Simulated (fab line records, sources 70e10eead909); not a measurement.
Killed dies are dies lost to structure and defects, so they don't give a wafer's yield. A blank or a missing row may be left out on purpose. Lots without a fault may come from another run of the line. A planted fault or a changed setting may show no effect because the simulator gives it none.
Which tool did it? | flow nand_harc | 22 lots, 66 wafers sampled, at 5 steps of a route of 1159

WHAT THE GAUGES READ, wafer by wafer
NHARC_P_START_INSPECT_01.
lot  | measured    | on                | raw_defect_count
L074 | day 1 12:02 | defect_inspect-01 | 3 2 3
L075 | day 1 18:02 | defect_inspect-01 | 5 3 6
L076 | day 2 00:02 | defect_inspect-01 | 0 2 9
L077 | day 2 06:02 | defect_inspect-01 | 2 2 4
L078 | day 2 12:02 | defect_inspect-02 | 6 2 6
L079 | day 2 18:02 | defect_inspect-01 | 6 5 3
L081 | day 3 06:02 | defect_inspect-01 | 2 3 5
L082 | day 3 12:02 | defect_inspect-02 | 10 2 4
L083 | day 3 18:02 | defect_inspect-01 | 1 1 4
L084 | day 4 00:02 | defect_inspect-01 | 3 5 5
L085 | day 4 06:02 | defect_inspect-01 | 3 1 2
L087 | day 4 18:02 | defect_inspect-01 | 3 1 4
L088 | day 5 00:02 | defect_inspect-02 | 4 4 8
L089 | day 5 06:02 | defect_inspect-02 | 6 3 8
L090 | day 5 12:02 | defect_inspect-02 | 4 2 2
L091 | day 5 18:02 | defect_inspect-01 | 6 2 9
L092 | day 6 00:03 | defect_inspect-02 | 6 1 4
L093 | day 6 06:02 | defect_inspect-01 | 6 5 8
L094 | day 6 12:02 | defect_inspect-01 | 1 1 5
L095 | day 6 18:02 | defect_inspect-01 | 5 3 3
L096 | day 7 00:02 | defect_inspect-01 | 6 1 4
L097 | day 7 06:02 | defect_inspect-02 | 1 5 5

NHARC_P_GATE_CD_MEAS_26: target cd 120 nm.
lot  | measured     | on        | cd_nm (nm)
L074 | day 4 15:59  | cd_sem-03 | 120.0 119.3 120.3
L075 | day 5 01:01  | cd_sem-01 | 119.9 119.5 120.4
L076 | day 5 12:49  | cd_sem-01 | 120.0 120.3 119.7
L077 | day 5 13:16  | cd_sem-03 | 119.8 120.3 120.1
L078 | day 5 16:48  | cd_sem-01 | 120.2 120.3 119.8
L079 | day 5 16:39  | cd_sem-02 | 120.0 120.5 120.0
L081 | day 7 00:09  | cd_sem-01 | 120.3 119.7 119.9
L082 | day 7 01:08  | cd_sem-03 | 119.9 119.5 119.7
L083 | day 7 00:29  | cd_sem-01 | 119.2 119.0 120.0
L084 | day 7 11:32  | cd_sem-03 | 120.1 119.9 119.9
L085 | day 7 11:23  | cd_sem-02 | 119.1 119.4 119.3
L087 | day 8 01:29  | cd_sem-03 | 119.5 119.8 119.4
L088 | day 8 12:17  | cd_sem-02 | 120.8 120.4 121.3
L089 | day 8 12:53  | cd_sem-01 | 121.0 120.3 120.1
L090 | day 8 18:56  | cd_sem-02 | 120.2 120.3 120.2
L091 | day 9 03:33  | cd_sem-02 | 119.6 120.1 119.9
L092 | day 9 03:47  | cd_sem-01 | 119.5 119.6 119.9
L093 | day 9 11:32  | cd_sem-02 | 120.9 120.8 120.1
L094 | day 9 20:22  | cd_sem-01 | 119.5 119.5 120.1
L095 | day 9 19:55  | cd_sem-01 | 120.0 120.1 119.7
L096 | day 10 06:30 | cd_sem-01 | 119.0 119.3 119.5
L097 | day 10 05:16 | cd_sem-03 | 120.2 120.8 120.4

WHICH TOOL RAN EACH LOT (tool, then ch and the chambers of the sampled wafers, then the start)
lot  | NHARC_P_ZERO_WELL_DESCUM_39       | NHARC_P_STI_DESCUM_14             | NHARC_P_STI_ETCH_31
L074 | rie_diel-09 ch 0,1, day 1 16:25   | rie_diel-08 ch 0,1,2, day 2 08:37 | rie_diel-08 ch 1,2,3, day 4 15:59 or earlier
L075 | rie_diel-09 ch 2,3, day 1 22:25   | rie_diel-07 ch 0,1,2, day 2 19:13 | rie_diel-07 ch 0,1,2, day 5 01:01 or earlier
L076 | rie_diel-06 ch 1,2,3, day 2 04:28 | rie_diel-10 ch 0,1,3, day 3 03:32 | rie_diel-10 ch 1,2,3, day 5 12:49 or earlier
L077 | rie_diel-05 ch 0,1,3, day 2 10:14 | rie_diel-08 ch 1,2,3, day 3 03:44 | rie_diel-08 ch 1,2,3, day 5 13:16 or earlier
L078 | rie_diel-05 ch 1,3, day 2 16:11   | rie_diel-08 ch 0,1,2, day 3 11:31 | rie_diel-08 ch 1,2,3, day 5 16:48 or earlier
L079 | rie_diel-09 ch 0,1,3, day 2 22:28 | rie_diel-08 ch 0,1,2, day 3 17:30 | rie_diel-08 ch 1,2,3, day 5 16:39 or earlier
L081 | rie_diel-06 ch 1,3, day 3 10:10   | rie_diel-10 ch 1,2, day 4 06:37   | rie_diel-10 ch 0,1,3, day 7 00:09 or earlier
L082 | rie_diel-05 ch 0,1,3, day 3 16:20 | rie_diel-07 ch 0,1,3, day 4 13:44 | rie_diel-07 ch 0,1, day 7 01:08 or earlier
L083 | rie_diel-05 ch 0,3, day 3 22:10   | rie_diel-08 ch 0,1,2, day 4 13:47 | rie_diel-08 ch 0,1,3, day 7 00:29 or earlier
L084 | rie_diel-06 ch 0,2,3, day 4 04:10 | rie_diel-08 ch 0,2,3, day 5 01:40 | rie_diel-08 ch 0,1,3, day 7 11:32 or earlier
L085 | rie_diel-06 ch 1,2,3, day 4 10:19 | rie_diel-10 ch 0,2,3, day 5 06:01 | rie_diel-10 ch 0,1,3, day 7 11:23 or earlier
L087 | rie_diel-06 ch 0,3, day 4 22:13   | rie_diel-07 ch 0,1,3, day 5 14:01 | rie_diel-07 ch 0,3, day 8 01:29 or earlier
L088 | rie_diel-06 ch 1,2, day 5 04:14   | rie_diel-08 ch 1,3, day 6 02:11   | rie_diel-08 ch 0,1,3, day 8 12:17 or earlier
L089 | rie_diel-06 ch 0,1,3, day 5 10:28 | rie_diel-10 ch 0,2,3, day 6 02:01 | rie_diel-10 ch 1,2,3, day 8 12:53 or earlier
L090 | rie_diel-06 ch 1,3, day 5 16:18   | rie_diel-10 ch 2,3, day 6 11:11   | rie_diel-10 ch 0,2,3, day 8 18:56 or earlier
L091 | rie_diel-06 ch 0,1,2, day 5 22:11 | rie_diel-08 ch 2,3, day 6 19:17   | rie_diel-08 ch 0,1,3, day 9 03:33 or earlier
L092 | rie_diel-09 ch 0,1, day 6 04:20   | rie_diel-08 ch 0,1,2, day 7 01:38 | rie_diel-08 ch 0,2,3, day 9 03:47 or earlier
L093 | rie_diel-09 ch 1,3, day 6 10:29   | rie_diel-07 ch 0,1,2, day 7 06:43 | rie_diel-07 ch 0,3, day 9 11:32 or earlier
L094 | rie_diel-06 ch 0,1,3, day 6 16:17 | rie_diel-10 ch 1,2,3, day 7 14:10 | rie_diel-10 ch 1,2,3, day 9 20:22 or earlier
L095 | rie_diel-06 ch 1,2,3, day 6 22:29 | rie_diel-10 ch 0,1,2, day 7 14:20 | rie_diel-10 ch 0,2,3, day 9 19:55 or earlier
L096 | rie_diel-05 ch 0,1,3, day 7 04:27 | rie_diel-07 ch 0,1,2, day 8 04:20 | rie_diel-07 ch 0,1,3, day 10 06:30 or earlier
L097 | rie_diel-09 ch 1,2,3, day 7 10:11 | rie_diel-08 ch 0,1, day 8 04:10   | rie_diel-08 ch 1,3, day 10 05:16 or earlier
- NHARC_P_ZERO_WELL_DESCUM_39: chemistry O2, time 3 s.
- NHARC_P_STI_DESCUM_14: chemistry O2, time 3 s.
- NHARC_P_STI_ETCH_31: etches the open film in CF4/CHF3, target depth 108.9 nm, time 54.5 s.

WHAT THE TOOLS THEMSELVES READ (means of the sampled wafers that have a number; where no wafer has one, the mark that the record gives instead)
NHARC_P_ZERO_WELL_DESCUM_39.
lot  | tool        | drypump_motor_current_A (A) | o2_flow_sccm (sccm) | oes_product_au (a.u.) | rf_vpp_V (V) | showerhead_plenum_p_Torr (Torr) | throttle_valve_pct (%)
L074 | rie_diel-09 | 5.5                         | 199.1               | 1.001                 | 57.7         | 2.04                            | 11.295
L075 | rie_diel-09 | 5.7                         | 200.5               | 1.003                 | 56.6         | 1.82                            | 11.313
L076 | rie_diel-06 | 5.7                         | 199.8               | 0.997                 | 58.0         | 1.89                            | 11.308
L077 | rie_diel-05 | 5.8                         | 199.8               | 1.003                 | 58.1         | 1.90                            | 11.313
L078 | rie_diel-05 | 5.4                         | 200.2               | 1.003                 | 58.0         | 1.88                            | 11.311
L079 | rie_diel-09 | 5.5                         | 200.3               | 0.995                 | 57.9         | 1.97                            | 11.317
L081 | rie_diel-06 | 5.8                         | 199.5               | 1.006                 | 58.0         | 1.84                            | 11.311
L082 | rie_diel-05 | 5.8                         | 200.4               | 1.004                 | 57.2         | 1.90                            | 11.311
L083 | rie_diel-05 | 5.7                         | 199.9               | 0.997                 | 57.8         | 1.85                            | 11.311
L084 | rie_diel-06 | 5.6                         | 199.8               | 1.007                 | 58.1         | 1.89                            | 11.309
L085 | rie_diel-06 | 5.7                         | 200.0               | 1.015                 | 58.0         | 1.89                            | 11.313
L087 | rie_diel-06 | 5.4                         | 200.4               | 1.003                 | 57.6         | 1.83                            | 11.318
L088 | rie_diel-06 | 5.7                         | 200.5               | 1.008                 | 58.1         | 1.94                            | 11.302
L089 | rie_diel-06 | 5.6                         | 200.7               | 1.012                 | 57.6         | 1.83                            | 11.299
L090 | rie_diel-06 | 5.8                         | 200.7               | 1.012                 | 57.4         | 1.84                            | 11.316
L091 | rie_diel-06 | 5.5                         | 200.4               | 1.007                 | 58.1         | 1.89                            | 11.316
L092 | rie_diel-09 | 5.5                         | 199.9               | 0.993                 | 58.2         | 2.04                            | 11.311
L093 | rie_diel-09 | 5.7                         | 199.6               | 0.988                 | 57.5         | 1.98                            | 11.317
L094 | rie_diel-06 | 5.6                         | 199.7               | 1.002                 | 57.8         | 1.83                            | 11.311
L095 | rie_diel-06 | 5.8                         | 199.8               | 1.008                 | 58.2         | 1.89                            | 11.309
L096 | rie_diel-05 | 5.8                         | 199.5               | 1.000                 | 57.8         | 1.90                            | 11.305
L097 | rie_diel-09 | 5.7                         | 200.4               | 0.987                 | 57.7         | 1.90                            | 11.308

NHARC_P_STI_DESCUM_14.
lot  | tool        | drypump_motor_current_A (A) | o2_flow_sccm (sccm) | oes_product_au (a.u.) | rf_vpp_V (V) | showerhead_plenum_p_Torr (Torr) | throttle_valve_pct (%)
L074 | rie_diel-08 | 5.8                         | 200.0               | 1.004                 | 57.0         | 1.95                            | 11.318
L075 | rie_diel-07 | 5.9                         | 199.7               | 0.991                 | 57.0         | 1.91                            | 11.317
L076 | rie_diel-10 | 5.3                         | 199.9               | 1.000                 | 57.3         | 1.89                            | 11.304
L077 | rie_diel-08 | 5.8                         | 200.4               | 0.997                 | 57.2         | 1.91                            | 11.309
L078 | rie_diel-08 | 5.8                         | 199.9               | 0.998                 | 58.7         | 1.95                            | 11.307
L079 | rie_diel-08 | 5.8                         | 199.5               | 0.993                 | 57.8         | 1.95                            | 11.312
L081 | rie_diel-10 | 5.1                         | 200.4               | 1.006                 | 57.7         | 2.00                            | 11.314
L082 | rie_diel-07 | 5.7                         | 200.4               | 0.999                 | 57.6         | 1.87                            | 11.314
L083 | rie_diel-08 | 5.8                         | 200.0               | 1.000                 | 57.2         | 1.95                            | 11.318
L084 | rie_diel-08 | 5.8                         | 199.8               | 1.000                 | 58.2         | 1.93                            | 11.316
L085 | rie_diel-10 | 5.3                         | 200.3               | 1.003                 | 58.3         | 1.95                            | 11.316
L087 | rie_diel-07 | 5.8                         | 199.9               | 0.996                 | 57.0         | 1.87                            | 11.311
L088 | rie_diel-08 | 6.2                         | 200.4               | 0.999                 | 57.4         | 1.84                            | 11.312
L089 | rie_diel-10 | 5.4                         | 200.1               | 0.998                 | 57.9         | 1.95                            | 11.311
L090 | rie_diel-10 | 5.3                         | 199.7               | 1.001                 | 57.9         | 2.02                            | 11.307
L091 | rie_diel-08 | 5.5                         | 200.0               | 0.994                 | 58.0         | 1.97                            | 11.309
L092 | rie_diel-08 | 5.8                         | 199.7               | 0.999                 | 58.2         | 1.95                            | 11.309
L093 | rie_diel-07 | 5.9                         | 200.7               | 1.000                 | 57.9         | 1.91                            | 11.305
L094 | rie_diel-10 | 5.3                         | 200.6               | 0.996                 | 58.7         | 1.95                            | 11.306
L095 | rie_diel-10 | 5.2                         | 200.2               | 0.993                 | 58.0         | 1.93                            | 11.311
L096 | rie_diel-07 | 5.9                         | 200.2               | 0.999                 | 58.2         | 1.91                            | 11.317
L097 | rie_diel-08 | 6.1                         | 199.8               | 0.999                 | 57.6         | 1.88                            | 11.315

NHARC_P_STI_ETCH_31.
lot  | tool        | drypump_motor_current_A (A) | oes_product_au (a.u.) | rf_vpp_V (V) | showerhead_plenum_p_Torr (Torr) | throttle_valve_pct (%)
L074 | rie_diel-08 | 5.8                         | 0.924                 | 370.7        | 1.56                            | 16.808
L075 | rie_diel-07 | 5.9                         | 0.965                 | 370.6        | 1.57                            | 16.807
L076 | rie_diel-10 | 5.3                         | 0.967                 | 371.0        | 1.61                            | 16.804
L077 | rie_diel-08 | 5.8                         | 0.980                 | 370.8        | 1.56                            | 16.799
L078 | rie_diel-08 | 5.8                         | 0.962                 | 371.1        | 1.56                            | 16.798
L079 | rie_diel-08 | 5.8                         | 0.959                 | 370.5        | 1.56                            | 16.794
L081 | rie_diel-10 | 5.3                         | 0.978                 | 369.5        | 1.55                            | 16.800
L082 | rie_diel-07 | 5.7                         | 0.937                 | 369.4        | 1.56                            | 16.808
L083 | rie_diel-08 | 6.1                         | 0.945                 | 369.2        | 1.53                            | 16.803
L084 | rie_diel-08 | 6.1                         | 0.973                 | 369.9        | 1.53                            | 16.802
L085 | rie_diel-10 | 5.3                         | 0.975                 | 370.3        | 1.55                            | 16.809
L087 | rie_diel-07 | 5.8                         | 0.942                 | 368.8        | 1.52                            | 16.807
L088 | rie_diel-08 | 6.1                         | 0.973                 | 368.1        | 1.53                            | 16.799
L089 | rie_diel-10 | 5.3                         | 0.981                 | 371.6        | 1.61                            | 16.805
L090 | rie_diel-10 | 5.4                         | 0.923                 | 372.4        | 1.60                            | 16.810
L091 | rie_diel-08 | 6.1                         | 0.973                 | 368.8        | 1.53                            | 16.804
L092 | rie_diel-08 | 5.8                         | 0.972                 | 371.4        | 1.58                            | 16.801
L093 | rie_diel-07 | 5.9                         | 0.965                 | 370.1        | 1.54                            | 16.796
L094 | rie_diel-10 | 5.2                         | 0.925                 | 371.7        | 1.61                            | 16.807
L095 | rie_diel-10 | 5.3                         | 0.939                 | 371.3        | 1.60                            | 16.793
L096 | rie_diel-07 | 5.8                         | 0.965                 | 369.5        | 1.54                            | 16.802
L097 | rie_diel-08 | 6.2                         | 0.960                 | 369.5        | 1.51                            | 16.806

THE ANSWER, worked out from the rows above alone
Rule: what is usual is taken from the lots themselves. Put in order of their means at a reading, lots are off if they are a third of the lots or fewer, leave a main group of 4 or more, and stand apart from it by a gap of 3 or more times the standard deviation of the main group's means; of several such gaps the widest counts. A main group whose means are all the same, to the digits that the tables above print for the reading, isn't used. A lot without any number at a reading at which 4 lots or more have one is off too. The other lots that the step has rows for count as sound. The gauges are gone through in route order, then the tools' own readings, and for those a lot's mean is taken as printed above. The first step at which some lot is off is used, and at that step the reading that is off furthest; a lot without a number counts as furthest.
No lot is off at any reading shown: from this, nothing can be told.

WHAT THE SIMULATOR HAD PUT IN
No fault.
